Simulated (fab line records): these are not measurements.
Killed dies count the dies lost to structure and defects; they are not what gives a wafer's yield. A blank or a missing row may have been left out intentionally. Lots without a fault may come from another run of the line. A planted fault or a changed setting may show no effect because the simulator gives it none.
fab line records -- flow n5Finfet
[record] lots = 7, wafers = 39
route steps=1938 shown WELL_APT@26 STI_FIN_REVEAL@183 SD_EPI_N@288 HKMG_FIN@403 MOL_CONTACT_COAG@559 BEOL_M0@721 BEOL_M2@887 BEOL_M4@1090 BEOL_M8@1368 BEOL_M11@1552 MIM_BOT@1833 PASSIVATION@1930
startH: the number of hours between the record's first day and the start of the first shown wafer of the lot -- waitH: hours elapsed since this lot's preceding step -- " same as the row above -- L1.1+2: a row that stands for several wafers -- - either no value or no given start -- * or withheld: withheld -- < > ~ a bound
route shown NAME@n: names a module that has steps shown in the file, with the first one's number in the route -- usual: mean and standard deviation over wafers with no fault -- same: alike in all rows -- chamber/n: place in a boat -- sites: readings site by site -- _std_site: their standard deviation -- _edge_site: inner sites' mean taken away from outer sites' mean -- radiusMm: how far each site lies from the wafer's centre -- mask NAME#n: copy n -- behind: the tool/chamber that last shaped the wafer -- hold: what put the lot on hold/how long, in hours/how the hold closed -- device: the transistor (n, p or np) that didn't switch -- end of line: the tests these same wafers got at the end of their route -- a step with no rows: only its recipe -- killed: count of dies lost to structure and defects at first sort (not the wafer's yield) -- map: a wafer's dies, x killed, . not, _ none there
set.NAME: the setting that was run; set.NAME@STEP: the one run at that earlier step -- model.NAME: the simulator's own value behind a step, which no gauge read
one table per step and one row per wafer, for lots whose settings were changed on purpose
[[steps]]
[step N5_WELL_APT_DEVELOP_07]
[recipe] developTimeS = 45, rinseLiquid = surfactantRinse, dry = airSpin, devTempC = 21
[step N5_STI_FIN_REVEAL_ALD_00]
[recipe] material = SiO2, targetThkA = 10, tempC = 300, aldPrecursorFamily = BDEAS, aldCoReactant = O2-plasma, pulseTimeS = 1, pressureTorr = 2
[step N5_SD_EPI_N_EPI_21]
[recipe] material = Si:P, dopant = P, tempC = 680, pressureTorr = 255, timeS = 690
[step N5_HKMG_FIN_ETCH_55]
[recipe] chemistry = N2/H2, target = SOC, targetDepthA = 2400, tempC = 40, timeS = 300, ionEnergyEv = 200, maskMaterial = SiARC, pressureMtorr = 30, sourceW = 840, biasW = 150, n2FlowSccm = 200, h2FlowSccm = 200
[step N5_MOL_CONTACT_COAG_ALD_27]
[recipe] material = SiOC, targetThkA = 170, tempC = 400, aldPrecursorFamily = carbosiloxane, aldCoReactant = H2-plasma, pulseTimeS = 1.5, timeS = 2720, purgeTimeS = 2, coReactantPurgeTimeS = 2, aldCycles = 340, pressureTorr = 2
[step N5_BEOL_M0_TRENCH_ETCH_107]
[recipe] chemistry = C4F6/O2, targetDepthA = 328, target = SiOC, timeS = 16.4, ionEnergyEv = 250, pressureMtorr = 30, sourceW = 355, biasW = 185, Ar_flow_sccm = 300, C4F6_flow_sccm = 10, O2_flow_sccm = 10
[step N5_BEOL_M2_VIA_ETCH_34]
[recipe] chemistry = C4F6/O2, targetDepthA = 694, maskMaterial = SOC, pressureMtorr = 15, ionEnergyEv = 250, taperDeg = 4, timeS = 65.9, sourceW = 350, biasW = 170, Ar_flow_sccm = 300, C4F6_flow_sccm = 10, O2_flow_sccm = 10
[step N5_BEOL_M4_SPUTTER_86]
[recipe] material = Cu, targetThkA = 45, tempC = -20, chamberPressurePa = 0.07, powerW = withheld, timeS = 8.29
[step N5_BEOL_M8_DESCUM_33]
[recipe] chemistry = O2, timeS = 7, sourcePowerW = 50, biasPowerW = 20, pressureMtorr = 20, rfFrequencyHz = 2.712e+07, tempC = 40, resist = CAR-EUV, o2FlowSccm = 225
[step N5_BEOL_M11_DESCUM_16]
[recipe] chemistry = O2, timeS = 7.9, sourcePowerW = 50, biasPowerW = 20, pressureMtorr = 20, rfFrequencyHz = 2.712e+07, tempC = 40, resist = CAR-ArF, o2FlowSccm = 225
[step N5_MIM_BOT_SPUTTER_00]
[recipe] material = TiN, targetThkA = 350, tempC = 200, powerW = 3000, chamberPressurePa = 0.49996, gas = Ar, reactivePartialPa = 0.37997, timeS = 89.7
[step N5_PASSIVATION_ETCH_54]
[recipe] chemistry = CHF3/O2, target = SiO2, targetDepthA = 8800, CHF3_flow_sccm = 50, O2_flow_sccm = 5, Ar_flow_sccm = 200, timeS = 440, maskMaterial = PR, pressureMtorr = 30, sourceW = 650, biasW = 170, ionEnergyEv = 200
[step N5_PASSIVATION_PROBE_49]
[usual] defectLimitedYield = 91.3/1.5, killedAtOther = 4/3.3, killedDies = 102/18, sortYieldPct = 91.3/1.6
lot.wafer,tool,chamber,startH,waitH,set.developTimeS@WELL_APT_DEVELOP_07,set.targetThkA@STI_FIN_REVEAL_ALD_00,set.timeS@SD_EPI_N_EPI_21,set.timeS@HKMG_FIN_ETCH_55,set.timeS@MOL_CONTACT_COAG_ALD_27,set.targetDepthA@BEOL_M0_TRENCH_ETCH_107,set.timeS@BEOL_M2_VIA_ETCH_34,set.timeS@BEOL_M4_SPUTTER_86,set.timeS@BEOL_M8_DESCUM_33,set.timeS@BEOL_M11_DESCUM_16,set.targetThkA@MIM_BOT_SPUTTER_00,set.targetDepthA@PASSIVATION_ETCH_54,defectLimitedYield[%],killedAtOther,killedDies,sortYieldPct[%]
L082.1,prober-01,-,306.55,0.0,45,6.518,690,300,3402,328,65.9,8.29,7,7.9,520.4,8800,0,1078,1180,0
L082.2,prober-01,-,306.60,0.1,45,10,690,391,3402,328,65.9,10.43,3.981,3.676,520.4,8800,0,1088,1180,0
L082.3,prober-01,-,306.65,0.1,45,10,903.5,300,3402,328,65.9,10.43,3.981,3.676,350,8800,92.1,9,93,92.1
L082.4,prober-01,-,306.70,0.2,45,6.518,903.5,300,2720,328,65.9,8.29,3.981,7.9,350,8800,90.5,4,112,90.5
L082.5,prober-01,-,306.75,0.2,45,6.518,690,391,2720,328,65.9,10.43,7,7.9,520.4,8800,0,1057,1180,0
L082.6,prober-01,-,306.80,0.3,45,10,903.5,391,2720,328,65.9,8.29,7,3.676,350,8800,93.0,7,83,93.0
L078.1,prober-01,-,307.74,0.0,32.38,10,690,168.4,1538,328,65.9,6.81,7,7.9,452.9,10760,45.7,505,641,45.7
L078.2,prober-01,-,307.79,0.1,45,10,690,300,2720,328,65.9,6.81,3.228,7.9,350,8800,91.0,5,106,91.0
L078.3,prober-01,-,307.84,0.1,32.38,12.47,690,168.4,2720,392.8,65.9,6.81,7,7.9,452.9,8800,46.9,526,627,46.8
L078.4,prober-01,-,307.89,0.2,45,12.47,690,300,2720,392.8,65.9,8.29,7,7.9,350,10760,89.7,3,121,89.7
L078.5,prober-01,-,307.94,0.2,45,12.47,690,168.4,1538,328,65.9,8.29,3.228,7.9,350,10760,92.2,3,92,92.2
L078.6,prober-01,-,307.99,0.3,32.38,10,690,300,1538,392.8,65.9,8.29,3.228,7.9,452.9,8800,47.5,512,620,47.5
L083.1,prober-01,-,322.02,0.0,45,10,690,300,2720,328,65.9,8.29,7,7.9,350,8800,92.4,7,90,92.4
L083.4,prober-01,-,322.17,0.2,45,10,690,300,2720,328,65.9,8.29,7,7.9,350,8800,91.1,0,105,91.1
L083.5,prober-01,-,322.22,0.2,45,10,690,300,2720,328,65.9,8.29,7,7.9,350,8800,90.3,4,114,90.3
L088.1,prober-01,-,343.61,0.0,45,10,286.9,300,2720,223.6,95.12,8.29,7,3.356,350,10470,92.4,3,90,82.2
L088.2,prober-01,-,343.66,0.1,45,10,286.9,300,1849,223.6,95.12,8.29,10.01,3.356,350,10470,89.9,9,119,83.6
L088.3,prober-01,-,343.71,0.1,45,10,690,300,2720,328,65.9,8.29,10.01,7.9,477,8800,0.3,1072,1177,0.3
L088.4,prober-01,-,343.76,0.2,71.2,10,690,300,1849,328,95.12,8.29,7,7.9,477,10470,0,1075,1180,0
L088.5,prober-01,-,343.81,0.2,71.2,10,690,300,1849,223.6,65.9,8.29,10.01,7.9,350,8800,90.7,10,110,90.7
L088.6,prober-01,-,343.86,0.3,71.2,10,286.9,300,2720,328,65.9,8.29,7,3.356,477,8800,0.3,1086,1176,0
L093.1,prober-01,-,382.61,0.0,45,12.97,690,348.8,4171,328,34.44,8.29,7,7.9,350,5957,0,1057,1180,0
L093.2,prober-01,-,382.66,0.1,45,10,690,300,4171,328,34.44,6.006,7,7.9,350,8800,88.9,11,131,88.9
L093.3,prober-01,-,382.71,0.1,45,10,690,348.8,2720,510.8,34.44,6.006,7,7.9,191.3,5957,0,1047,1180,0
L093.4,prober-01,-,382.76,0.2,45,12.97,690,300,2720,510.8,65.9,8.29,7,7.9,350,5957,0,1106,1180,0
L093.5,prober-01,-,382.81,0.2,45,10,690,348.8,4171,510.8,65.9,6.006,7,7.9,191.3,8800,91.9,3,96,91.9
L093.6,prober-01,-,382.86,0.3,45,12.97,690,300,2720,328,65.9,8.29,7,7.9,191.3,8800,91.6,3,99,91.6
L094.1,prober-02,-,385.92,0.0,22.41,4.772,690,300,2720,416.1,65.9,8.29,7,7.9,350,6266,0,1103,1180,0
L094.2,prober-02,-,385.97,0.1,22.41,4.772,584.4,300,1854,328,65.9,5.714,7,7.9,350,8800,92.7,1,86,92.7
L094.3,prober-02,-,386.02,0.1,22.41,10,690,167.4,1854,416.1,95.73,5.714,7,6.122,350,8800,92.3,4,91,92.3
L094.4,prober-02,-,386.07,0.2,45,10,584.4,300,1854,416.1,95.73,8.29,8.333,7.9,350,6266,0,1083,1180,0
L094.5,prober-02,-,386.12,0.2,45,4.772,690,167.4,2720,328,95.73,5.714,8.333,6.122,350,8800,90.9,1,107,90.9
L094.6,prober-02,-,386.17,0.3,45,10,584.4,167.4,2720,328,65.9,8.29,8.333,6.122,350,6266,0,1080,1180,0
L096.1,prober-01,-,405.47,0.0,45,6.377,690,300,2720,328,65.9,9.775,7,7.9,490.5,12090,0,1056,1180,0
L096.2,prober-01,-,405.52,0.1,45,10,1085,461.9,2720,257.4,86.32,9.775,7,7.9,490.5,8800,0,1058,1180,0
L096.3,prober-01,-,405.57,0.1,24.52,10,690,461.9,3460,257.4,65.9,9.775,9.353,3.393,350,12090,89.5,1,124,89.5
L096.4,prober-01,-,405.62,0.2,45,10,1085,300,3460,328,86.32,8.29,9.353,3.393,490.5,8800,0,1092,1180,0
L096.5,prober-01,-,405.67,0.2,24.52,6.377,690,461.9,3460,328,86.32,8.29,9.353,7.9,350,8800,90.8,1,109,90.8
L096.6,prober-01,-,405.72,0.3,24.52,6.377,1085,300,2720,257.4,65.9,8.29,7,3.393,350,12090,87.7,6,145,87.7
// killed by level:class
L082.1 MIM_BOT:areaSputter=1074 MOL_CONTACT_COAG:geometricParticle:open=11 STI_FIN_REVEAL:geometricParticle:open=8 BEOL_M4:geometricParticle:open=8 FIN_SAQP:geometricParticle:short=7 BEOL_M0_SAQP:geometricParticle:short=7 BEOL_M2:geometricParticle:open=7 GATE_CUT:geometricParticle:short=6
L082.2 MIM_BOT:areaSputter=1082 MOL_CONTACT_COAG:geometricParticle:open=10 FIN_SAQP:geometricParticle:open=9 BEOL_M5:geometricParticle:open=9 BEOL_M3:geometricParticle:open=7 STARTING-WAFER:geometricParticle:open=6 STI_FIN_REVEAL:geometricParticle:open=5 FIN_SAQP:geometricParticle:short=3
L082.3 MOL_CONTACT_COAG:geometricParticle:open=13 STI_FIN_REVEAL:geometricParticle:open=10 GATE_CUT:geometricParticle:short=9 FIN_SAQP:geometricParticle:open=7 BEOL_M3:geometricParticle:open=6 STI_FIN_REVEAL:geometricParticle:short=5 BEOL_M0_SAQP:geometricParticle:open=4 DUMMY_GATE:geometricParticle:open=4
L082.4 MOL_CONTACT_COAG:geometricParticle:open=14 GATE_CUT:geometricParticle:short=12 BEOL_M3:geometricParticle:open=10 BEOL_M0_SAQP:geometricParticle:short=8 DUMMY_GATE:geometricParticle:open=7 BEOL_M0_SAQP:geometricParticle:open=7 FIN_SAQP:geometricParticle:open=6 BEOL_M4:geometricParticle:open=5
L082.5 MIM_BOT:areaSputter=1055 FIN_SAQP:geometricParticle:open=25 BEOL_M4:geometricParticle:open=16 STI_FIN_REVEAL:geometricParticle:open=15 BEOL_M3:geometricParticle:open=13 BEOL_M0_SAQP:geometricParticle:short=8 FIN_SAQP:geometricParticle:short=7 MOL_CONTACT_COAG:geometricParticle:open=6
L082.6 FIN_SAQP:geometricParticle:open=14 STI_FIN_REVEAL:geometricParticle:open=12 MOL_CONTACT_COAG:geometricParticle:open=7 BEOL_M0_SAQP:geometricParticle:short=6 DUMMY_GATE:geometricParticle:open=4 GATE_CUT:geometricParticle:short=4 BEOL_M0_SAQP:geometricParticle:open=4 BEOL_M2:geometricParticle:open=4
L078.1 MIM_BOT:areaSputter=498 MOL_CONTACT_COAG:geometricParticle:open=19 STI_FIN_REVEAL:geometricParticle:open=14 GATE_CUT:geometricParticle:open=10 FIN_SAQP:geometricParticle:open=9 GATE_CUT:geometricParticle:short=9 BEOL_M4:geometricParticle:short=9 BEOL_M4:geometricParticle:open=7
L078.2 FIN_SAQP:geometricParticle:open=14 MOL_CONTACT_COAG:geometricParticle:open=12 BEOL_M3:geometricParticle:short=12 BEOL_M0_SAQP:geometricParticle:open=10 GATE_CUT:geometricParticle:short=8 FIN_SAQP:geometricParticle:short=7 BEOL_M0_SAQP:geometricParticle:short=6 BEOL_M3:geometricParticle:open=3
L078.3 MIM_BOT:areaSputter=521 BEOL_M3:geometricParticle:open=12 BEOL_M0_SAQP:geometricParticle:open=11 BEOL_M3:geometricParticle:short=10 MOL_CONTACT_COAG:geometricParticle:open=8 BEOL_M4:geometricParticle:open=6 BEOL_M0_SAQP:geometricParticle:short=6 GATE_CUT:geometricParticle:open=6
L078.4 MOL_CONTACT_COAG:geometricParticle:open=14 BEOL_M3:geometricParticle:open=12 FIN_SAQP:geometricParticle:open=11 STI_FIN_REVEAL:geometricParticle:open=11 BEOL_M0_SAQP:geometricParticle:open=10 BEOL_M3:geometricParticle:short=7 BEOL_M4:geometricParticle:open=6 FIN_SAQP:geometricParticle:short=5
L078.5 MOL_CONTACT_COAG:geometricParticle:open=11 BEOL_M4:geometricParticle:open=11 BEOL_M0_SAQP:geometricParticle:open=9 BEOL_M3:geometricParticle:open=7 FIN_SAQP:geometricParticle:short=5 STARTING-WAFER:geometricParticle:short=5 FIN_SAQP:geometricParticle:open=4 STI_FIN_REVEAL:geometricParticle:open=4
L078.6 MIM_BOT:areaSputter=508 STI_FIN_REVEAL:geometricParticle:open=14 BEOL_M3:geometricParticle:open=12 FIN_SAQP:geometricParticle:open=10 MOL_CONTACT_COAG:geometricParticle:open=10 FIN_SAQP:geometricParticle:short=9 BEOL_M0_SAQP:geometricParticle:open=7 BEOL_M1:geometricParticle:open=5
L083.1 BEOL_M0_SAQP:geometricParticle:short=10 GATE_CUT:geometricParticle:open=9 BEOL_M1:geometricParticle:open=6 HKMG_FIN:areaEtch=6 STI_FIN_REVEAL:geometricParticle:open=5 MOL_CONTACT_COAG:geometricParticle:short=4 BEOL_M0_SAQP:geometricParticle:open=4 STARTING-WAFER:geometricParticle:open=4
L083.4 MOL_CONTACT_COAG:geometricParticle:open=14 GATE_CUT:geometricParticle:short=11 BEOL_M0_SAQP:geometricParticle:open=9 BEOL_M0_SAQP:geometricParticle:short=8 BEOL_M3:geometricParticle:open=7 STI_FIN_REVEAL:geometricParticle:open=6 GATE_CUT:geometricParticle:open=6 FIN_SAQP:geometricParticle:short=5
L083.5 BEOL_M0_SAQP:geometricParticle:short=13 BEOL_M0_SAQP:geometricParticle:open=10 GATE_CUT:geometricParticle:short=9 STI_FIN_REVEAL:geometricParticle:open=8 BEOL_M4:geometricParticle:open=8 FIN_SAQP:geometricParticle:open=7 MOL_CONTACT_COAG:geometricParticle:open=7 MOL_CONTACT_COAG:geometricParticle:short=6
L088.1 BEOL_M4:geometricParticle:open=10 BEOL_M0_SAQP:geometricParticle:short=9 FIN_SAQP:geometricParticle:open=8 MOL_CONTACT_COAG:geometricParticle:open=8 BEOL_M0_SAQP:geometricParticle:open=7 STI_FIN_REVEAL:geometricParticle:open=5 BEOL_M3:geometricParticle:open=5 FIN_SAQP:geometricParticle:short=3
L088.2 MOL_CONTACT_COAG:geometricParticle:open=16 BEOL_M3:geometricParticle:open=14 FIN_SAQP:geometricParticle:open=9 BEOL_M0_SAQP:geometricParticle:short=8 STI_FIN_REVEAL:geometricParticle:open=7 BEOL_M4:geometricParticle:open=7 BEOL_M0_SAQP:geometricParticle:open=6 DUMMY_GATE:geometricParticle:open=4
L088.3 MIM_BOT:areaSputter=1066 BEOL_M3:geometricParticle:open=18 MOL_CONTACT_COAG:geometricParticle:open=8 BEOL_M0_SAQP:geometricParticle:open=8 FIN_SAQP:geometricParticle:open=7 STI_FIN_REVEAL:geometricParticle:open=7 BEOL_M4:geometricParticle:open=7 STARTING-WAFER:geometricParticle:short=6
L088.4 MIM_BOT:areaSputter=1069 FIN_SAQP:geometricParticle:open=11 BEOL_M3:geometricParticle:open=11 BEOL_M0_SAQP:geometricParticle:short=9 MOL_CONTACT_COAG:geometricParticle:open=9 FIN_SAQP:geometricParticle:short=8 BEOL_M0_SAQP:geometricParticle:open=8 BEOL_M4:geometricParticle:open=6
L088.5 BEOL_M0_SAQP:geometricParticle:open=14 BEOL_M4:geometricParticle:open=12 BEOL_M0_SAQP:geometricParticle:short=10 MOL_CONTACT_COAG:geometricParticle:open=9 BEOL_M3:geometricParticle:open=9 FIN_SAQP:geometricParticle:short=7 BEOL_M2:geometricParticle:open=6 GATE_CUT:geometricParticle:open=5
L088.6 MIM_BOT:areaSputter=1075 BEOL_M3:geometricParticle:open=11 BEOL_M4:geometricParticle:open=10 FIN_SAQP:geometricParticle:open=6 MOL_CONTACT_COAG:geometricParticle:open=6 GATE_CUT:geometricParticle:short=5 BEOL_M2:geometricParticle:open=5 DUMMY_GATE:geometricParticle:open=4
L093.1 PASSIVATION:areaEtch=1052 BEOL_M3:geometricParticle:open=29 BEOL_M2:geometricParticle:open=11 FIN_SAQP:geometricParticle:short=7 STI_FIN_REVEAL:geometricParticle:open=7 DUMMY_GATE:geometricParticle:open=6 MOL_CONTACT_COAG:geometricParticle:open=6 STARTING-WAFER:geometricParticle:open=5
L093.2 BEOL_M2:areaEtch=14 BEOL_M2:geometricParticle:open=13 MOL_CONTACT_COAG:geometricParticle:open=12 BEOL_M2:geometricParticle:short=12 BEOL_M3:geometricParticle:open=11 BEOL_M4:geometricParticle:open=9 PASS1_CAP:geometricParticle:short=7 BEOL_M0_SAQP:geometricParticle:short=6
L093.3 PASSIVATION:areaEtch=1045 MOL_CONTACT_COAG:geometricParticle:open=15 FIN_SAQP:geometricParticle:short=12 BEOL_M1:geometricParticle:open=11 BEOL_M0_SAQP:geometricParticle:open=9 BEOL_M4:geometricParticle:open=9 BEOL_M2:areaEtch=9 DUMMY_GATE:geometricParticle:open=8
L093.4 PASSIVATION:areaEtch=1103 MOL_CONTACT_COAG:geometricParticle:open=8 FIN_SAQP:geometricParticle:open=7 BEOL_M2:geometricParticle:open=7 FIN_SAQP:geometricParticle:short=6 STI_FIN_REVEAL:geometricParticle:open=6 DUMMY_GATE:geometricParticle:open=5 BEOL_M2:geometricParticle:short=3
L093.5 BEOL_M1:geometricParticle:open=9 STI_FIN_REVEAL:geometricParticle:open=8 BEOL_M0_SAQP:geometricParticle:short=8 BEOL_M3:geometricParticle:open=7 FIN_SAQP:geometricParticle:open=6 BEOL_M2:geometricParticle:short=6 BEOL_M4:geometricParticle:open=6 FIN_SAQP:geometricParticle:short=4
L093.6 BEOL_M2:geometricParticle:open=12 BEOL_M0_SAQP:geometricParticle:short=8 FIN_SAQP:geometricParticle:short=7 STI_FIN_REVEAL:geometricParticle:open=7 BEOL_M0_SAQP:geometricParticle:open=6 BEOL_M3:geometricParticle:open=6 FIN_SAQP:geometricParticle:open=5 BEOL_M4:geometricParticle:short=5
L094.1 PASSIVATION:areaEtch=1103 MOL_CONTACT_COAG:geometricParticle:open=17 BEOL_M0_SAQP:geometricParticle:open=7 BEOL_M4:geometricParticle:open=7 BEOL_M0_SAQP:geometricParticle:short=5 DUMMY_GATE:geometricParticle:open=4 GATE_CUT:geometricParticle:short=4 BEOL_M3:geometricParticle:open=4
L094.2 MOL_CONTACT_COAG:geometricParticle:open=18 FIN_SAQP:geometricParticle:open=7 BEOL_M3:geometricParticle:open=7 BEOL_M4:geometricParticle:open=7 FIN_SAQP:geometricParticle:short=5 BEOL_M0_SAQP:geometricParticle:open=5 BEOL_M0_SAQP:geometricParticle:short=5 BEOL_M1:geometricParticle:open=3
L094.3 BEOL_M4:geometricParticle:open=15 MOL_CONTACT_COAG:geometricParticle:open=11 FIN_SAQP:geometricParticle:open=7 BEOL_M3:geometricParticle:open=7 FIN_SAQP:geometricParticle:short=5 MOL_CONTACT_COAG:geometricParticle:short=5 BEOL_M0_SAQP:geometricParticle:open=3 BEOL_M1:geometricParticle:open=3
L094.4 PASSIVATION:areaEtch=1081 MOL_CONTACT_COAG:geometricParticle:open=23 FIN_SAQP:geometricParticle:open=14 BEOL_M1:geometricParticle:open=10 BEOL_M0_SAQP:geometricParticle:open=8 BEOL_M4:geometricParticle:open=7 MOL_CONTACT_COAG:geometricParticle:short=4 BEOL_M0_SAQP:geometricParticle:short=4
L094.5 MOL_CONTACT_COAG:geometricParticle:open=21 MOL_CONTACT_COAG:geometricParticle:short=9 BEOL_M3:geometricParticle:open=8 BEOL_M4:geometricParticle:open=8 FIN_SAQP:geometricParticle:short=6 BEOL_M2:geometricParticle:open=6 BEOL_M0:geometricParticle:open=5 FIN_SAQP:geometricParticle:open=4
L094.6 PASSIVATION:areaEtch=1080 MOL_CONTACT_COAG:geometricParticle:open=18 FIN_SAQP:geometricParticle:short=7 MOL_CONTACT_COAG:geometricParticle:short=7 BEOL_M0_SAQP:geometricParticle:short=7 BEOL_M0_SAQP:geometricParticle:open=7 DUMMY_GATE:geometricParticle:open=4 GATE_CUT:geometricParticle:open=4
L096.1 MIM_BOT:areaSputter=1051 BEOL_M0_SAQP:geometricParticle:open=15 BEOL_M2:geometricParticle:open=11 BEOL_M4:geometricParticle:open=9 BEOL_M3:geometricParticle:open=9 MOL_CONTACT_COAG:geometricParticle:open=8 BEOL_M0_SAQP:geometricParticle:short=8 BEOL_M1:geometricParticle:open=6
L096.2 MIM_BOT:areaSputter=1056 BEOL_M0_SAQP:geometricParticle:open=12 BEOL_M4:geometricParticle:open=11 FIN_SAQP:geometricParticle:short=10 BEOL_M0_SAQP:geometricParticle:short=10 FIN_SAQP:geometricParticle:open=9 DUMMY_GATE:geometricParticle:open=9 MOL_CONTACT_COAG:geometricParticle:open=9
L096.3 MOL_CONTACT_COAG:geometricParticle:open=16 BEOL_M0_SAQP:geometricParticle:short=10 STI_FIN_REVEAL:geometricParticle:open=10 BEOL_M0_SAQP:geometricParticle:open=10 FIN_SAQP:geometricParticle:open=9 BEOL_M1:geometricParticle:open=8 BEOL_M2:geometricParticle:open=7 GATE_CUT:geometricParticle:short=6
L096.4 MIM_BOT:areaSputter=1087 BEOL_M2:geometricParticle:open=7 BEOL_M0_SAQP:geometricParticle:open=7 BEOL_M1:geometricParticle:open=7 FIN_SAQP:geometricParticle:open=6 BEOL_M3:geometricParticle:open=5 STI_FIN_REVEAL:geometricParticle:open=5 GATE_CUT:geometricParticle:short=5
L096.5 FIN_SAQP:geometricParticle:open=18 STI_FIN_REVEAL:geometricParticle:open=14 BEOL_M2:geometricParticle:open=9 BEOL_M0_SAQP:geometricParticle:short=6 BEOL_M4:geometricParticle:open=6 FIN_SAQP:geometricParticle:short=5 BEOL_M1:geometricParticle:open=5 STI_FIN_REVEAL:geometricParticle:short=4
L096.6 MOL_CONTACT_COAG:geometricParticle:open=23 BEOL_M4:geometricParticle:open=18 BEOL_M3:geometricParticle:open=11 BEOL_M0_SAQP:geometricParticle:short=9 BEOL_M2:geometricParticle:open=7 STI_FIN_REVEAL:geometricParticle:open=6 FIN_SAQP:geometricParticle:short=5 DUMMY_GATE:geometricParticle:open=5
[[key]]
[split] step = N5_WELL_APT_DEVELOP_07, setting = developTimeS, statedAs = 45
response none clear
[split] step = N5_STI_FIN_REVEAL_ALD_00, setting = targetThkA, statedAs = 10
response none clear
[split] step = N5_SD_EPI_N_EPI_21, setting = timeS, statedAs = 690
response none clear
[split] step = N5_HKMG_FIN_ETCH_55, setting = timeS, statedAs = 300
response none clear
[split] step = N5_MOL_CONTACT_COAG_ALD_27, setting = timeS, statedAs = 2720
response none clear
[split] step = N5_BEOL_M0_TRENCH_ETCH_107, setting = targetDepthA, statedAs = 328
response none clear
[split] step = N5_BEOL_M2_VIA_ETCH_34, setting = timeS, statedAs = 65.9
response none clear
[split] step = N5_BEOL_M4_SPUTTER_86, setting = timeS, statedAs = 8.29
response none clear
[split] step = N5_BEOL_M8_DESCUM_33, setting = timeS, statedAs = 7
response none clear
[split] step = N5_BEOL_M11_DESCUM_16, setting = timeS, statedAs = 7.9
response none clear
[split] step = N5_MIM_BOT_SPUTTER_00, setting = targetThkA, statedAs = 350
[response] step = N5_PASSIVATION_PROBE_49, reading = killedAtOther, slope = +15.3, per = 1%, togetherWith = all, explained = 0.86
[response] step = N5_PASSIVATION_PROBE_49, reading = defectLimitedYield, slope = -1.3, per = 1%, togetherWith = all, explained = 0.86
[response] step = N5_PASSIVATION_PROBE_49, reading = killedDies, slope = +15.4, per = 1%, togetherWith = all, explained = 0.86
[response] step = N5_PASSIVATION_PROBE_49, reading = sortYieldPct, slope = -1.29, per = 1%, togetherWith = all, explained = 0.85
[split] step = N5_PASSIVATION_ETCH_54, setting = targetDepthA, statedAs = 8800
response none clear
